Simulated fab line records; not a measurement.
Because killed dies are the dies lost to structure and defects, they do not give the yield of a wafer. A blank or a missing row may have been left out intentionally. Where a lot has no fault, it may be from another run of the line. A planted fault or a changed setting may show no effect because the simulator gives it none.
A lot that was struck, set against a sound lot -- flow nand-harc -- 15 steps out of a route of 1159
Sound: these wafers, L578.3, L578.4, L578.5. Struck: wafer L581.2 (L581.3, L581.6, from the same lot, were not struck and are left out); the cause is given at the end.
Each step with rows lists, per side, the tool, then ch with its chambers, then its first start. Under that, the readings that differ: sound wafers -- struck wafers -- difference of the means -- sigmas: that difference in standard deviations of wafers without a fault.
alike: readings with means less than 2 such deviations apart, plus words and numbers identical on both sides. not compared: withheld readings, readings lacking a value on some wafer, bounds such as >300 that could conceal the same value, and numbers that have no deviation in the record and whose values overlap.
The two part at a step that has a row with sigmas, a row that says differs or no value, or rows on one side only. When numbers do not overlap yet have no deviation, they are printed without sigmas and do not part them. Lack of a reading on every wafer of one side parts them only where that side has two or more wafers.

NHARC_A_CHANNEL_HOLE_D1_XSEM_31:
  sound on xsem-02 ch 0, day 11 16:18; struck on xsem-01 ch 0, day 12 18:41
  alike: bot-cd-nm, bow-nm, tilt-deg
NHARC_A_CHANNEL_HOLE_D1_INSPECT_40:
  sound on defect-inspect-01, day 11 16:23; struck on defect-inspect-02, day 12 18:47
  alike: raw-defect-count
then, 3 steps without rows for these wafers: NHARC_A_CHANNEL_FILL_D1_PRECLEAN_00 (cleans in SC1); NHARC_A_CHANNEL_FILL_D1_SRD_01; NHARC_A_CHANNEL_FILL_D1_ALD_02 (deposits SiO2, target thk 6 nm, pulse time 10 s, ald cycles 60).
NHARC_A_CHANNEL_FILL_D1_ALD_03: deposits SiNx, target thk 6 nm, pulse time 60 s, ald cycles 58.
  sound on ald-sin-batch-01 ch 0; struck on ald-sin-batch-01 ch 0
  alike: precursor-pulse-height-rel
NHARC_A_CHANNEL_FILL_D1_ALD_14: deposits SiO2, target thk 2.5 nm, pulse time 10 s, ald cycles 25.
  sound on ald-hk-04 ch 0,1,3, day 12 02:58; struck on ald-hk-01 ch 2, day 13 01:31
  alike: heater-power-w, precursor-pulse-height-rel
NHARC_A_CHANNEL_FILL_D1_ALD_15: deposits SiNx, target thk 2 nm, pulse time 60 s, ald cycles 19.
  sound on ald-sin-batch-01 ch 0; struck on ald-sin-batch-03 ch 0, day 13 04:35
  alike: precursor-pulse-height-rel
then, 4 steps without rows for these wafers: NHARC_A_CHANNEL_FILL_D1_ALD_16 (deposits SiO2, target thk 1.5 nm, pulse time 10 s, ald cycles 15); NHARC_A_CHANNEL_FILL_D1_ANNEAL_17 (time 1800 s); NHARC_A_CHANNEL_FILL_D1_CVD_18 (deposits poly-Si, target thk 3 nm); NHARC_A_CHANNEL_FILL_D1_ETCHBACK_19 (etches the open film in HBr/Cl2, target depth 5 nm, time 1.7 s).
NHARC_A_CHANNEL_FILL_D1_ETCHBACK_20: etches the open film in C4F8/O2/Ar, target depth 27 nm, time 13.5 s.
  sound on rie-diel-02 ch 0,3, day 12 20:25; struck on rie-diel-10 ch 2, day 13 18:47
reading,sound,struck,difference,sigmas
oes-product-au (a.u.),0.98 0.97 0.98,0.74,-0.24,-7
  alike: rf-vpp-V
  not compared: rf-hours-counter-h
NHARC_A_CHANNEL_FILL_D1_STRIP_28: strips in O2, time 20 s.
  sound on rie-diel-02 ch 1,2, day 12 20:31; struck on rie-diel-10 ch 2, day 13 18:52
  alike: drypump-motor-current-A, mfc-ar-sccm, oes-product-au, rf-vpp-V, showerhead-plenum-p-Torr, throttle-valve-pct
  not compared: rf-hours-counter-h
-- break in the record here, with 10 days between the starts of the struck wafers on either side (left off in module A_CHANNEL_FILL_D1, picked up again in module END, where the first step shown is number 1159 on the route) --
NHARC_END_SORT_01:
  here the record holds rows for the struck wafers (prober-02 ch 0, day 23 08:07) but none for the sound ones

WHERE THEY PART
First at NHARC_A_CHANNEL_FILL_D1_ETCHBACK_20; last, within this record, at NHARC_END_SORT_01.

WHY: the cause the simulator had injected
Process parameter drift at NHARC_A_CHANNEL_FILL_D1_ETCHBACK_20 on rie-diel-10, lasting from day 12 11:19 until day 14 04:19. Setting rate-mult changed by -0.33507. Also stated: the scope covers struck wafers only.
